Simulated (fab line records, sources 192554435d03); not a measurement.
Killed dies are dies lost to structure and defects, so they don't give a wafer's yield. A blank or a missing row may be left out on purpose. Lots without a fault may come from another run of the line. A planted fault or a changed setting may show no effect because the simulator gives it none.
Which tool did it? | flow n5_finfet | 8 lots, 24 wafers sampled, at 6 steps of a route of 1938

WHAT THE GAUGES READ, wafer by wafer
N5_FIN_CUT_CD_MEAS_08: target cd 29.1 nm. Usual: cd_nm 29.18 nm, standard deviation 0.23.
lot  | measured    | on        | cd_nm (nm)        | flag
L137 | day 2 16:07 | cd_sem-02 | 29.28 29.37 29.23 |
L140 | day 3 09:42 | cd_sem-03 | 29.16 29.32 28.89 |
L141 | day 3 16:41 | cd_sem-02 | 29.15 29.04 29.23 |
L144 | day 4 09:37 | cd_sem-02 | 29.22 28.81 29.14 |
L150 | day 5 22:19 | cd_sem-03 | 30.33 30.10 30.33 | OFF
L151 | day 6 02:26 | cd_sem-02 | 30.32 30.21 30.06 | OFF
L153 | day 6 15:32 | cd_sem-02 | 28.84 28.71 29.12 |
L154 | day 6 20:55 | cd_sem-02 | 28.96 29.46 29.63 |

N5_BEOL_M4_RC_MEAS_101. Usual: DIBL_N 36.7 mV/V, standard deviation 2.4; DIBL_P 37.4 mV/V, standard deviation 2.9; IOFF_N 0.18 nA/um, standard deviation 0.05; IOFF_P 0.23 nA/um, standard deviation 0.058; ION_N 683 uA/um, standard deviation 16; ION_P 467 uA/um, standard deviation 11; SS_N 71.7 mV/dec, standard deviation 0.77; SS_P 73.5 mV/dec, standard deviation 0.87; VT_N 249 mV, standard deviation 4.3; VT_P -250 mV, standard deviation 4.4.
lot  | measured     | on        | DIBL_N (mV/V)  | DIBL_P (mV/V)  | IOFF_N (nA/um) | IOFF_P (nA/um) | ION_N (uA/um) | ION_P (uA/um) | SS_N (mV/dec)  | SS_P (mV/dec)  | VT_N (mV)   | VT_P (mV)      | flag
L137 | day 8 05:15  | prober-01 | 40.3 39.0 38.0 | 40.8 38.0 38.5 | 0.21 0.17 0.17 | 0.26 0.21 0.23 | 705 685 665   | 477 461 456   | 72.5 72.2 71.6 | 74.6 73.5 73.4 | 248 250 250 | -248 -254 -252 |
L140 | day 9 03:58  | prober-01 | 36.8 39.4 35.4 | 38.4 42.4 37.2 | 0.15 0.25 0.14 | 0.23 0.32 0.21 | 665 709 668   | 467 489 464   | 71.2 73.4 71.2 | 74.1 74.4 74.1 | 253 245 254 | -250 -246 -254 |
L141 | day 9 09:02  | prober-01 | 36.1 37.2 36.5 | 36.6 36.7 36.5 | 0.17 0.17 0.17 | 0.26 0.24 0.24 | 687 664 688   | 481 454 474   | 71.3 72.0 71.9 | 73.1 73.6 73.3 | 246 249 249 | -246 -246 -248 |
L144 | day 10 00:06 | prober-01 | 38.4 38.5 37.4 | 38.5 38.8 36.5 | 0.19 0.21 0.18 | 0.28 0.29 0.26 | 692 703 680   | 482 484 470   | 72.2 72.1 72.1 | 74.2 73.7 73.5 | 249 245 245 | -246 -246 -246 |
L150 | day 11 11:47 | prober-01 | 35.1 35.5 36.0 | 35.5 35.2 37.2 | 0.17 0.16 0.18 | 0.21 0.20 0.22 | 667 662 672   | 459 451 461   | 71.8 71.6 72.4 | 73.4 72.3 73.4 | 250 251 250 | -249 -251 -250 |
L151 | day 11 19:21 | prober-01 | 39.2 36.9 36.5 | 41.4 37.3 37.2 | 0.21 0.16 0.14 | 0.29 0.22 0.20 | 693 668 665   | 474 459 456   | 72.1 71.3 71.3 | 74.3 72.6 73.1 | 249 250 253 | -245 -251 -253 |
L153 | day 12 02:56 | prober-01 | 33.5 38.5 38.0 | 32.2 38.8 37.9 | 0.11 0.20 0.20 | 0.16 0.25 0.25 | 670 689 702   | 464 472 474   | 71.7 72.1 72.0 | 72.3 74.1 74.1 | 256 247 247 | -255 -249 -248 |
L154 | day 12 14:08 | prober-01 | 40.3 40.3 35.6 | 42.7 41.8 37.4 | 0.30 0.27 0.19 | 0.37 0.34 0.24 | 702 679 703   | 484 466 483   | 73.1 73.4 71.7 | 74.9 76.0 72.8 | 240 245 245 | -243 -246 -247 |

WHICH TOOL RAN EACH LOT (tool, then ch and the chambers of the sampled wafers, then the start)
lot  | N5_FIN_SAQP_STRIP_70              | N5_FIN_SAQP_SPACER2_ALD_28       | N5_FIN_SAQP_HM_OPEN_33            | N5_FIN_CUT_EXPOSE_05
L137 | rie_diel-01 ch 1,2,3, day 2 14:14 | ald_sin-02 ch 1,2,3, day 2 14:26 | rie_diel-03 ch 0,1,2, day 2 15:10 | euv_scanner-01 ch 0, day 2 15:59
L140 | rie_diel-01 ch 1,3, day 3 08:05   | ald_sin-03 ch 0,1, day 3 08:17   | rie_diel-03 ch 0,1,2, day 3 08:52 | euv_scanner-01 ch 0, day 3 09:34
L141 | rie_diel-01 ch 1,2,3, day 3 14:54 | ald_sin-02 ch 0,1,2, day 3 15:06 | rie_diel-04 ch 1,2,3, day 3 15:44 | euv_scanner-02 ch 0, day 3 16:34
L144 | rie_diel-01 ch 0,2, day 4 08:01   | ald_sin-04 ch 1,3, day 4 08:13   | rie_diel-04 ch 2,3, day 4 08:47   | euv_scanner-02 ch 0, day 4 09:29
L150 | rie_diel-04 ch 2,3, day 5 20:09   | ald_sin-04 ch 1,3, day 5 20:27   | rie_diel-04 ch 1,2,3, day 5 21:13 | euv_scanner-01 ch 0, day 5 22:11
L151 | rie_diel-03 ch 0,1, day 6 00:50   | ald_sin-03 ch 0,1,2, day 6 01:02 | rie_diel-03 ch 2,3, day 6 01:36   | euv_scanner-01 ch 0, day 6 02:20
L153 | rie_diel-03 ch 2,3, day 6 13:10   | ald_sin-02 ch 1,2, day 6 13:59   | rie_diel-01 ch 0,1,3, day 6 14:34 | euv_scanner-02 ch 0, day 6 15:25
L154 | rie_diel-04 ch 0,1, day 6 19:08   | ald_sin-04 ch 0,3, day 6 19:20   | rie_diel-04 ch 0,1, day 6 20:04   | euv_scanner-02 ch 0, day 6 20:46
- N5_FIN_SAQP_STRIP_70: strips in N2/H2.
- N5_FIN_SAQP_SPACER2_ALD_28: deposits SiO2, target thk 8.1 nm, pulse time 1 s, purge time 2 s.
- N5_FIN_SAQP_HM_OPEN_33: chemistry CH3F/O2, target SiNx, target depth 49.4 nm, time 70.6 s.
- N5_FIN_CUT_EXPOSE_05: exposes mask FIN CUT.

WHAT THE TOOLS THEMSELVES READ (means of the sampled wafers that have a number; where no wafer has one, the mark that the record gives instead)
N5_FIN_SAQP_STRIP_70. Usual: drypump_motor_current_A 5.7 A, standard deviation 0.47; oes_product_au 0.81 a.u., standard deviation 0.084; rf_fwd_power_W 495.2 W, standard deviation 2.5; rf_vpp_V 122.0 V, standard deviation 1.1; showerhead_plenum_p_Torr 3.40 Torr, standard deviation 0.14; temp_c 40.01 C, standard deviation 0.12; throttle_valve_pct 19.0 %, standard deviation 0.43.
lot  | tool        | drypump_motor_current_A (A) | oes_product_au (a.u.) | rf_fwd_power_W (W) | rf_vpp_V (V) | showerhead_plenum_p_Torr (Torr) | temp_c (C) | throttle_valve_pct (%) | flag
L137 | rie_diel-01 | 5.5                         | 0.75                  | 494.9              | 121.5        | 3.34                            | 40.09      | 19.4                   |
L140 | rie_diel-01 | 5.7                         | 0.76                  | 495.7              | 122.7        | 3.45                            | 39.98      | 19.2                   |
L141 | rie_diel-01 | 5.5                         | 0.74                  | 496.9              | 121.3        | 3.33                            | 40.13      | 19.4                   |
L144 | rie_diel-01 | 6.0                         | 0.83                  | 497.9              | 122.6        | 3.35                            | 40.00      | 19.0                   |
L150 | rie_diel-04 | 5.1                         | 0.80                  | 494.8              | 122.6        | 3.44                            | 40.09      | 18.8                   |
L151 | rie_diel-03 | 5.9                         | 0.80                  | 493.6              | 122.8        | 3.52                            | 39.99      | 19.0                   |
L153 | rie_diel-03 | 5.9                         | 0.76                  | 496.0              | 120.9        | 3.30                            | 39.98      | 18.7                   |
L154 | rie_diel-04 | 5.7                         | 0.90                  | 497.0              | 123.8        | 3.48                            | 40.15      | 19.2                   |

N5_FIN_SAQP_SPACER2_ALD_28. Usual: heater_power_w 462 W, standard deviation 40; precursor_pulse_height_rel 1.002, standard deviation 0.019; susceptor_temp_C 299.98 C, standard deviation 0.18.
lot  | tool       | heater_power_w (W) | precursor_pulse_height_rel | susceptor_temp_C (C) | flag
L137 | ald_sin-02 | 444                | 1.010                      | 299.90               |
L140 | ald_sin-03 | 448                | 1.009                      | 299.97               |
L141 | ald_sin-02 | 460                | 0.997                      | 299.89               |
L144 | ald_sin-04 | 468                | 1.005                      | 299.92               |
L150 | ald_sin-04 | 449                | 0.995                      | 300.07               |
L151 | ald_sin-03 | 440                | 1.019                      | 300.12               |
L153 | ald_sin-02 | 490                | 1.003                      | 300.00               |
L154 | ald_sin-04 | 462                | 1.013                      | 299.90               |

N5_FIN_SAQP_HM_OPEN_33. Usual: drypump_motor_current_A 5.7 A, standard deviation 0.45; etch_rf_on_time_s 68.4 s, standard deviation 2.2; oes_ar_750_au 0.80 a.u., standard deviation 0.094; oes_product_au 0.69 a.u., standard deviation 0.085; rf_fwd_power_W 390.6 W, standard deviation 2; rf_vpp_V 301 V, standard deviation 8.5; showerhead_plenum_p_Torr 2.04 Torr, standard deviation 0.088; throttle_valve_pct 16.36 %, standard deviation 0.24.
lot  | tool        | drypump_motor_current_A (A) | etch_rf_on_time_s (s) | oes_ar_750_au (a.u.) | oes_product_au (a.u.) | rf_fwd_power_W (W) | rf_vpp_V (V) | showerhead_plenum_p_Torr (Torr) | throttle_valve_pct (%) | flag
L137 | rie_diel-03 | 5.8                         | 67.5                  | 0.85                 | 0.74                  | 389.1              | 303          | 2.05                            | 16.25                  |
L140 | rie_diel-03 | 5.8                         | 67.1                  | 0.84                 | 0.73                  | 390.1              | 303          | 2.05                            | 16.25                  |
L141 | rie_diel-04 | 5.4                         | 67.3                  | 0.79                 | 0.66                  | 389.5              | 295          | 2.01                            | 16.37                  |
L144 | rie_diel-04 | 5.1                         | 66.8                  | 0.84                 | 0.72                  | 390.2              | 301          | 2.07                            | 16.20                  |
L150 | rie_diel-04 | 5.3                         | 67.1                  | 0.85                 | 0.73                  | 392.6              | 294          | 2.00                            | 16.24                  |
L151 | rie_diel-03 | 5.7                         | 68.6                  | 0.73                 | 0.64                  | 387.3              | 308          | 2.02                            | 16.58                  |
L153 | rie_diel-01 | 5.9                         | 69.3                  | 0.77                 | 0.66                  | 391.5              | 303          | 2.02                            | 16.28                  |
L154 | rie_diel-04 | 5.7                         | 70.9                  | 0.92                 | 0.78                  | 391.2              | 290          | 2.02                            | 16.24                  |

N5_FIN_CUT_EXPOSE_05. Usual: exposure_dose_mJ_cm2 45.63, standard deviation 0.043; stage_msd_nm 0.872 nm, standard deviation 0.018.
lot  | tool           | exposure_dose_mJ_cm2 | stage_msd_nm (nm) | flag
L137 | euv_scanner-01 | 45.61                | 0.895             |
L140 | euv_scanner-01 | 45.63                | 0.894             |
L141 | euv_scanner-02 | 45.66                | 0.857             |
L144 | euv_scanner-02 | 45.65                | 0.859             |
L150 | euv_scanner-01 | 48.46                | 0.890             | OFF
L151 | euv_scanner-01 | 47.86                | 0.891             | OFF
L153 | euv_scanner-02 | 45.61                | 0.852             |
L154 | euv_scanner-02 | 45.63                | 0.854             |

THE ANSWER, worked out from the rows above alone
Rule: a lot is off if the mean of its wafers that have a number lies more than 3 standard deviations from the usual mean. A lot without any number at a reading at which 4 lots or more have one is off too. The other lots that the step has rows for count as sound. The gauges are gone through in route order, then the tools' own readings, and for those a lot's mean is taken as printed above. The first step at which some lot is off is used, and at that step the reading that is off furthest; a lot without a number counts as furthest.
Off: L150, L151, at N5_FIN_CUT_CD_MEAS_08 (cd_nm).
A tool fits if, at a process step before that reading, it ran every lot that is off, and no sound lot after the first of them. The gauges at N5_FIN_CUT_CD_MEAS_08 aren't tried: what is off there is off at N5_FIN_CUT_EXPOSE_05 too, on other tools, and a gauge's error can't cause that. One fits: euv_scanner-01 at N5_FIN_CUT_EXPOSE_05. Its last sound lot is L140 (day 3 09:34), its first lot that is off L150 (day 5 22:11): a fault that began between those two fits.
The tool's own readings at N5_FIN_CUT_EXPOSE_05 bear it out: on the lots that are off they differ by more than 5 times the standard deviation of the sound lots' means. exposure_dose_mJ_cm2 reads 48.16 there against 45.63 on the sound lots.

WHAT THE SIMULATOR HAD PUT IN
Process parameter drift: euv_scanner-01, from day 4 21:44 on, at N5_FIN_CUT_EXPOSE_05. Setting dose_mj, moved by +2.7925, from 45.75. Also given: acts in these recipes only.
Lots struck among those shown: L150, L151. The rule above found the same.
